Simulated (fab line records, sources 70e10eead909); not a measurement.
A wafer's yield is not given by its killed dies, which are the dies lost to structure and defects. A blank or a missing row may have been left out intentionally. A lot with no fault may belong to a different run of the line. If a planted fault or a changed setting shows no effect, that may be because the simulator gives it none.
What tool caused it? | flow nand harc | 72 wafers from 24 lots sampled at 5 of the route's 1159 steps

## WHAT THE GAUGES READ, wafer by wafer
NHARC_P_M1_CD_MEAS_16. Usual: cd nm at 130.2 nm, with a standard deviation of 0.76.
lot  | measured     | on        | cd nm (nm)        | flag
L074 | day 6 10:08  | cd sem-01 | 129.4 130.1 130.0 |
L075 | day 6 15:54  | cd sem-03 | 131.1 129.1 128.8 |
L076 | day 6 16:46  | cd sem-03 | 128.9 130.2 129.9 |
L079 | day 6 23:01  | cd sem-02 | 131.4 130.7 129.9 |
L078 | day 7 00:07  | cd sem-02 | 129.4 130.6 130.2 |
L077 | day 7 06:01  | cd sem-02 | 130.1 130.0 129.8 |
L080 | day 7 15:22  | cd sem-02 | 131.2 130.2 130.9 |
L081 | day 7 15:49  | cd sem-03 | 132.2 130.5 130.9 |
L083 | day 8 01:43  | cd sem-01 | 130.4 130.4 130.4 |
L084 | day 8 02:37  | cd sem-02 | 130.0 130.1 129.5 |
L082 | day 8 04:20  | cd sem-03 | 130.0 129.6 130.0 |
L085 | day 9 08:18  | cd sem-02 | 129.5 128.9 128.5 |
L087 | day 9 08:50  | cd sem-01 | 130.6 130.7 131.1 |
L086 | day 9 09:29  | cd sem-03 | 130.2 129.8 130.5 |
L088 | day 9 23:36  | cd sem-01 | 129.6 130.0 129.8 |
L089 | day 10 00:28 | cd sem-02 | 129.2 129.5 130.7 |
L090 | day 10 05:32 | cd sem-03 | 131.0 132.1 130.3 |
L091 | day 10 04:16 | cd sem-03 | 129.9 129.2 129.3 |
L092 | day 10 14:41 | cd sem-02 | 130.5 131.0 131.1 |
L093 | day 10 20:08 | cd sem-01 | 130.8 130.2 131.5 |
L094 | day 11 03:28 | cd sem-02 | 130.7 129.9 129.5 |
L095 | day 11 03:52 | cd sem-01 | 130.0 130.4 130.1 |
L096 | day 11 12:01 | cd sem-03 | 130.4 130.5 129.5 |
L097 | day 11 16:53 | cd sem-01 | 129.7 128.9 129.7 |

NHARC_P_M1_INSPECT_27. Usual: raw defect count at 293, with a standard deviation of 120.
lot  | measured     | on                | raw defect count | flag
L074 | day 6 12:32  | defect inspect-02 | 250 316 529      |
L075 | day 6 18:11  | defect inspect-01 | 242 293 211      |
L076 | day 6 19:07  | defect inspect-02 | 245 365 126      |
L079 | day 7 01:23  | defect inspect-02 | 225 286 336      |
L078 | day 7 02:28  | defect inspect-02 | 248 255 332      |
L077 | day 7 08:26  | defect inspect-01 | 168 261 215      |
L080 | day 7 17:51  | defect inspect-01 | 226 374 422      |
L081 | day 7 18:07  | defect inspect-02 | 150 175 136      |
L083 | day 8 04:01  | defect inspect-01 | 410 523 428      |
L084 | day 8 04:59  | defect inspect-02 | 213 133 178      |
L082 | day 8 06:41  | defect inspect-01 | 331 309 139      |
L085 | day 9 10:34  | defect inspect-01 | 182 177 151      |
L087 | day 9 11:07  | defect inspect-01 | 134 107 167      |
L086 | day 9 11:46  | defect inspect-02 | 353 508 372      |
L088 | day 10 02:12 | defect inspect-01 | 308 619 519      |
L089 | day 10 03:11 | defect inspect-02 | 408 379 357      |
L090 | day 10 08:20 | defect inspect-02 | 150 201 183      |
L091 | day 10 06:35 | defect inspect-02 | 363 333 345      |
L092 | day 10 17:02 | defect inspect-01 | 262 230 338      |
L093 | day 10 22:27 | defect inspect-01 | 168 440 235      |
L094 | day 11 05:47 | defect inspect-02 | 263 193 298      |
L095 | day 11 06:11 | defect inspect-02 | 190 209 131      |
L096 | day 11 14:17 | defect inspect-02 | 452 203 340      |
L097 | day 11 19:40 | defect inspect-02 | 407 175 255      |

## WHICH TOOL RAN EACH LOT (tool, then ch and the chambers of the sampled wafers, then the start)
lot  | NHARC_P_GATE_STRIP_113               | NHARC_P_CONTACT_ALD_22              | NHARC_P_M1_PRE_CLEAN_30
L074 | plasma asher-01 ch 0,1, day 5 13:04  | ald metal-01 ch 0,1, day 5 19:04    | pvd sputter-02, day 6 12:32 or earlier
L075 | plasma asher-01 ch 0,1, day 5 23:20  | ald metal-04 ch 0,1,2, day 6 05:56  | pvd sputter-03, day 6 18:11 or earlier
L076 | plasma asher-01 ch 0,1, day 6 00:29  | ald metal-03 ch 1,3, day 6 07:23    | pvd sputter-03, day 6 19:07 or earlier
L079 | plasma asher-02 ch 0,1, day 6 09:21  | ald metal-03 ch 0,2,3, day 6 15:04  | pvd sputter-02, day 7 01:23 or earlier
L078 | plasma asher-01 ch 0,1, day 6 09:39  | ald metal-04 ch 0,2,3, day 6 15:55  | pvd sputter-03, day 7 02:28 or earlier
L077 | plasma asher-02 ch 0,1, day 6 15:40  | ald metal-01 ch 0,1,2, day 6 21:43  | pvd sputter-01, day 7 08:26 or earlier
L080 | plasma asher-02 ch 0, day 6 22:04    | ald metal-04 ch 1,2,3, day 7 04:05  | pvd sputter-02, day 7 17:51 or earlier
L081 | plasma asher-02 ch 0,1, day 6 23:23  | ald metal-01 ch 1,2, day 7 05:25    | pvd sputter-03, day 7 18:07 or earlier
L083 | plasma asher-01 ch 0, day 7 12:46    | ald metal-03 ch 0,2, day 7 18:43    | pvd sputter-02, day 8 04:01 or earlier
L084 | plasma asher-02 ch 0, day 7 13:08    | ald metal-01 ch 0,2,3, day 7 19:13  | pvd sputter-03, day 8 04:59 or earlier
L082 | plasma asher-02 ch 0,1, day 7 15:25  | ald metal-04 ch 0,1,3, day 7 21:38  | pvd sputter-02, day 8 06:41 or earlier
L085 | plasma asher-01 ch 0,1, day 8 17:18  | ald metal-04 ch 1,2,3, day 8 23:22  | pvd sputter-02, day 9 10:34 or earlier
L087 | plasma asher-02 ch 0,1, day 8 17:26  | ald metal-03 ch 1,2,3, day 9 00:15  | pvd sputter-01, day 9 11:07 or earlier
L086 | plasma asher-01 ch 0,1, day 8 18:14  | ald metal-01 ch 0,1,2, day 9 00:52  | pvd sputter-03, day 9 11:46 or earlier
L088 | plasma asher-01 ch 0,1, day 9 05:25  | ald metal-01 ch 0,1,2, day 9 11:36  | pvd sputter-01, day 10 02:12 or earlier
L089 | plasma asher-01 ch 0,1, day 9 06:28  | ald metal-03 ch 1,2, day 9 12:39    | pvd sputter-03, day 10 03:11 or earlier
L090 | plasma asher-01 ch 0,1, day 9 10:52  | ald metal-01 ch 1,2, day 9 22:08    | pvd sputter-01, day 10 08:20 or earlier
L091 | plasma asher-02 ch 0,1, day 9 12:18  | ald metal-01 ch 0,1,2, day 9 18:49  | pvd sputter-01, day 10 06:35 or earlier
L092 | plasma asher-02 ch 0,1, day 10 02:26 | ald metal-03 ch 0,1,3, day 10 08:17 | pvd sputter-03, day 10 17:02 or earlier
L093 | plasma asher-01 ch 0,1, day 10 02:45 | ald metal-04 ch 1,2,3, day 10 09:35 | pvd sputter-02, day 10 22:27 or earlier
L094 | plasma asher-01 ch 0,1, day 10 11:01 | ald metal-04 ch 0,2,3, day 10 17:26 | pvd sputter-01, day 11 05:47 or earlier
L095 | plasma asher-02 ch 0,1, day 10 11:26 | ald metal-01 ch 0,1, day 10 17:50   | pvd sputter-02, day 11 06:11 or earlier
L096 | plasma asher-02 ch 0,1, day 10 23:25 | ald metal-03 ch 0,3, day 11 05:29   | pvd sputter-01, day 11 14:17 or earlier
L097 | plasma asher-02 ch 0,1, day 11 03:33 | ald metal-01 ch 1,2,3, day 11 10:00 | pvd sputter-03, day 11 19:40 or earlier
- NHARC_P_GATE_STRIP_113: strips in N2/H2, time 740 s.
- NHARC_P_CONTACT_ALD_22: deposits TiN, target thk 3 nm, pulse time 1 s, ald cycles 150.
- NHARC_P_M1_PRE_CLEAN_30: time 30 s.

## WHAT THE TOOLS THEMSELVES READ (means of the sampled wafers that have a number; where no wafer has one, the mark that the record gives instead)
NHARC_P_GATE_STRIP_113. Usual: drypump motor current A 5.6 A, standard deviation 0.43; heater power w 82 W, standard deviation 11.
lot  | tool            | drypump motor current A (A) | heater power w (W) | flag
L074 | plasma asher-01 | 5.5                         | 81                 |
L075 | plasma asher-01 | 5.8                         | 89                 |
L076 | plasma asher-01 | 5.5                         | 79                 |
L079 | plasma asher-02 | 5.6                         | 80                 |
L078 | plasma asher-01 | 5.8                         | 90                 |
L077 | plasma asher-02 | 5.6                         | 80                 |
L080 | plasma asher-02 | 5.2                         | 80                 |
L081 | plasma asher-02 | 5.4                         | 80                 |
L083 | plasma asher-01 | 5.1                         | 70                 |
L084 | plasma asher-02 | 5.3                         | 78                 |
L082 | plasma asher-02 | 5.6                         | 80                 |
L085 | plasma asher-01 | 5.5                         | 80                 |
L087 | plasma asher-02 | 5.6                         | 81                 |
L086 | plasma asher-01 | 5.4                         | 79                 |
L088 | plasma asher-01 | 5.8                         | 89                 |
L089 | plasma asher-01 | 5.8                         | 89                 |
L090 | plasma asher-01 | 5.8                         | 88                 |
L091 | plasma asher-02 | 5.6                         | 79                 |
L092 | plasma asher-02 | 5.4                         | 79                 |
L093 | plasma asher-01 | 5.8                         | 90                 |
L094 | plasma asher-01 | 5.5                         | 80                 |
L095 | plasma asher-02 | 5.5                         | 79                 |
L096 | plasma asher-02 | 5.4                         | 80                 |
L097 | plasma asher-02 | 5.5                         | 79                 |

NHARC_P_CONTACT_ALD_22. Usual: heater power outer w 669 W, standard deviation 58; heater power w 1029 W, standard deviation 77; precursor pulse height rel 1.002, standard deviation 0.021.
lot  | tool         | heater power outer w (W) | heater power w (W) | precursor pulse height rel | flag
L074 | ald metal-01 | 648                      | 1050               | 1.004                      |
L075 | ald metal-04 | 676                      | 1040               | 1.004                      |
L076 | ald metal-03 | 623                      | 933                | 0.991                      |
L079 | ald metal-03 | 675                      | 998                | 1.015                      |
L078 | ald metal-04 | 682                      | 1017               | 1.009                      |
L077 | ald metal-01 | 635                      | 1034               | 1.013                      |
L080 | ald metal-04 | 708                      | 1095               | 1.046                      |
L081 | ald metal-01 | 652                      | 1030               | 1.001                      |
L083 | ald metal-03 | 668                      | 1031               | 1.006                      |
L084 | ald metal-01 | 640                      | 958                | 0.988                      |
L082 | ald metal-04 | 688                      | 1040               | 1.011                      |
L085 | ald metal-04 | 717                      | 1101               | 1.035                      |
L087 | ald metal-03 | 696                      | 1029               | 1.003                      |
L086 | ald metal-01 | 633                      | 1047               | 0.993                      |
L088 | ald metal-01 | 632                      | 1019               | 0.979                      |
L089 | ald metal-03 | 722                      | 1063               | 0.997                      |
L090 | ald metal-01 | 639                      | 1003               | 0.992                      |
L091 | ald metal-01 | 647                      | 1037               | 0.987                      |
L092 | ald metal-03 | 646                      | 972                | 1.036                      |
L093 | ald metal-04 | 710                      | 1107               | 0.978                      |
L094 | ald metal-04 | 672                      | 1031               | 0.993                      |
L095 | ald metal-01 | 648                      | 1066               | 1.002                      |
L096 | ald metal-03 | 609                      | 960                | 0.995                      |
L097 | ald metal-01 | 642                      | 996                | 1.009                      |

NHARC_P_M1_PRE_CLEAN_30. Usual: heater power w at 403 W, with a standard deviation of 50.
lot  | tool           | heater power w (W) | flag
L074 | pvd sputter-02 | 389                |
L075 | pvd sputter-03 | 421                |
L076 | pvd sputter-03 | 428                |
L079 | pvd sputter-02 | 427                |
L078 | pvd sputter-03 | 428                |
L077 | pvd sputter-01 | 404                |
L080 | pvd sputter-02 | 322                |
L081 | pvd sputter-03 | 457                |
L083 | pvd sputter-02 | 431                |
L084 | pvd sputter-03 | 445                |
L082 | pvd sputter-02 | 393                |
L085 | pvd sputter-02 | 350                |
L087 | pvd sputter-01 | 422                |
L086 | pvd sputter-03 | 423                |
L088 | pvd sputter-01 | 390                |
L089 | pvd sputter-03 | 459                |
L090 | pvd sputter-01 | 367                |
L091 | pvd sputter-01 | 379                |
L092 | pvd sputter-03 | 388                |
L093 | pvd sputter-02 | 407                |
L094 | pvd sputter-01 | 398                |
L095 | pvd sputter-02 | 344                |
L096 | pvd sputter-01 | 375                |
L097 | pvd sputter-03 | 415                |

## THE ANSWER, worked out from the rows above alone
Rule: a lot is off if the mean of its wafers that have a number lies more than 3 standard deviations from the usual mean. Also off: a lot with no number at a reading for which 4 or more lots have one. Where the step has rows for the other lots, those lots are counted as sound. First the gauges in route order, then the tools' own readings, where a lot's mean is used as printed above. At the first step where some lot is off, the reading lying furthest off is the one used; lots without a number count as furthest.
No lot is off on any of the readings shown, so nothing can be concluded from this.

## WHAT THE SIMULATOR HAD INSERTED
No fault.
